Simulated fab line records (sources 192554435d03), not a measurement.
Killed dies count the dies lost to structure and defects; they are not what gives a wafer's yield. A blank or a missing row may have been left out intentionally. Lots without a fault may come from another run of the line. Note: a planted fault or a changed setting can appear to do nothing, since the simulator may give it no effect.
Matching of chambers / flow n5-finfet / N5_BEOL_M1_ALD_84 on ald-metal-03: 4 sister chambers
The step deposits TaN, pulse time 2 s, purge time 3 s, co reactant purge time 2 s. 4 wafers are shown with their chamber, then 10 later ones without.

== EACH WAFER AND ITS CHAMBER ==
wafer=L080.4; chamber=3; heater-power-w (W)=417
wafer=L086.6; chamber=2; heater-power-w (W)=469
wafer=L087.1; chamber=0; heater-power-w (W)=452
wafer=L087.2; chamber=1; heater-power-w (W)=400

== WAFERS WITHOUT THEIR CHAMBER ==
wafer=L087.5; heater-power-w (W)=425
wafer=L090.3; heater-power-w (W)=426
wafer=L090.4; heater-power-w (W)=469
wafer=L090.5; heater-power-w (W)=424
wafer=L091.1; heater-power-w (W)=475
wafer=L091.2; heater-power-w (W)=411
wafer=L091.6; heater-power-w (W)=480
wafer=L094.1; heater-power-w (W)=430
wafer=L094.2; heater-power-w (W)=479
wafer=L094.5; heater-power-w (W)=435

== WHICH CHAMBER EACH ONE RAN IN ==
wafer=L087.5; from the rows above=can't be placed: 3 or 1 or 0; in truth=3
wafer=L090.3; from the rows above=can't be placed: 3 or 0 or 1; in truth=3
wafer=L090.4; from the rows above=can't be placed: 2 or 0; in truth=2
wafer=L090.5; from the rows above=can't be placed: 3 or 1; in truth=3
wafer=L091.1; from the rows above=can't be placed: 2 or 0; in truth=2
wafer=L091.2; from the rows above=can't be placed: 3 or 1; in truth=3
wafer=L091.6; from the rows above=can't be placed: 2 or 0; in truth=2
wafer=L094.1; from the rows above=can't be placed: 3 or 0 or 1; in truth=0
wafer=L094.2; from the rows above=can't be placed: 2 or 0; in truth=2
wafer=L094.5; from the rows above=can't be placed: 0 or 3 or 2 or 1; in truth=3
Correctly placed: 0 of 10. Unplaceable from these rows: 10, with the true chamber sitting among the candidates in 10. Wrongly placed: 0.
How it was worked out, from the rows above alone: a wafer's distance from a chamber is the root of the sum, over the readings, of the square of ((its reading less the chamber's mean) divided by the reading's scatter). If the next closest chamber is less than 2 further off than the closest, the wafer can't be placed; otherwise it belongs to the closest. The mean given for a chamber averages the wafers shown for that chamber. The scatter: with one shown wafer a chamber, the root of the mean of the squares of how far each hidden wafer lies from its nearest shown one.
